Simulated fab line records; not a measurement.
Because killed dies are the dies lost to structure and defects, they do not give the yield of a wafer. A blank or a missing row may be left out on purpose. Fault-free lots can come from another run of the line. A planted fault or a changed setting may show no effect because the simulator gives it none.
Which tool was responsible? | flow nand-harc | 18 wafers from 6 lots sampled at 5 of the route's 1302 steps

== WHAT THE GAUGES SHOWED, per wafer ==
NHARC_END_SORT_01.
lot  | measured     | on        | killed-at-array
L549 | day 29 22:45 | prober-01 | 79 99 621

== WHICH TOOL RAN EACH LOT (tool, then ch and the chambers of the sampled wafers, then the start) ==
lot  | NHARC_A_STAIRCASE_ETCHBACK_416                | NHARC_A_STAIRCASE_DEP_325       | NHARC_A_STAIRCASE_ETCHBACK_157     | NHARC_A_STAIRCASE_CMP_472
L538 | rie-diel-09 ch 0,3, day 19 00:27 or earlier   | pecvd-04 ch 0,2, day 19 00:27   | rie-diel-09 ch 2,3, day 19 17:29   | cmp-04 ch 0,2,3, day 19 18:07
L543 | rie-diel-02 ch 1,2,3, day 21 13:23 or earlier | pecvd-04 ch 0,1,2, day 21 13:23 | rie-diel-02 ch 1,2, day 22 03:54   | cmp-01 ch 1,2, day 22 04:26
L546 | rie-diel-09 ch 0,1,2, day 22 18:05 or earlier | pecvd-04 ch 0,1, day 22 18:05   | rie-diel-02 ch 0,3, day 23 09:06   | cmp-04 ch 0,1,3, day 23 09:45
L549 | rie-diel-02 ch 1,2,3, day 23 22:05 or earlier | pecvd-02 ch 0,1,2, day 23 22:05 | rie-diel-12 ch 0,2,3, day 24 13:28 | cmp-04 ch 0,1,3, day 24 14:04
L557 | rie-diel-12 ch 0,2,3, day 27 06:01 or earlier | pecvd-02 ch 0,1,2, day 27 06:01 | rie-diel-02 ch 0,1,3, day 27 20:01 | cmp-02 ch 1,2,3, day 27 20:37
L558 | rie-diel-12 ch 0,1,3, day 27 19:36 or earlier | pecvd-02 ch 0,1,2, day 27 19:36 | rie-diel-12 ch 0,2,3, day 28 09:50 | cmp-04 ch 1,2,3, day 28 10:25
- NHARC_A_STAIRCASE_ETCHBACK_416: etches the open film in C4F8/O2/Ar, target depth 36 nm, time 7.2 s.
- NHARC_A_STAIRCASE_DEP_325: deposits SiO2, target thk 7200 nm.
- NHARC_A_STAIRCASE_ETCHBACK_157: etches the open film in CH3F/O2, target depth 90 nm, time 167.14 s.
- NHARC_A_STAIRCASE_CMP_472: polishes SiO2.

== THE ANSWER, worked out from the rows above alone ==
Rule: the usual values come from the lots themselves. The widest of any qualifying gaps counts: lots, ordered by their means at a reading, are off when they make up no more than a third of the lots, leave a main group of 4 or more, and stand apart from it by 3 or more times the standard deviation of that group's means. A main group whose means are all the same, to the digits that the tables above print for the reading, isn't used. Also off: a lot with no number at a reading for which 4 or more lots have one. All remaining lots with rows at the step are treated as sound.
None of the lots is off at any reading shown; this tells nothing.

== WHAT THE SIMULATOR HAD PUT IN ==
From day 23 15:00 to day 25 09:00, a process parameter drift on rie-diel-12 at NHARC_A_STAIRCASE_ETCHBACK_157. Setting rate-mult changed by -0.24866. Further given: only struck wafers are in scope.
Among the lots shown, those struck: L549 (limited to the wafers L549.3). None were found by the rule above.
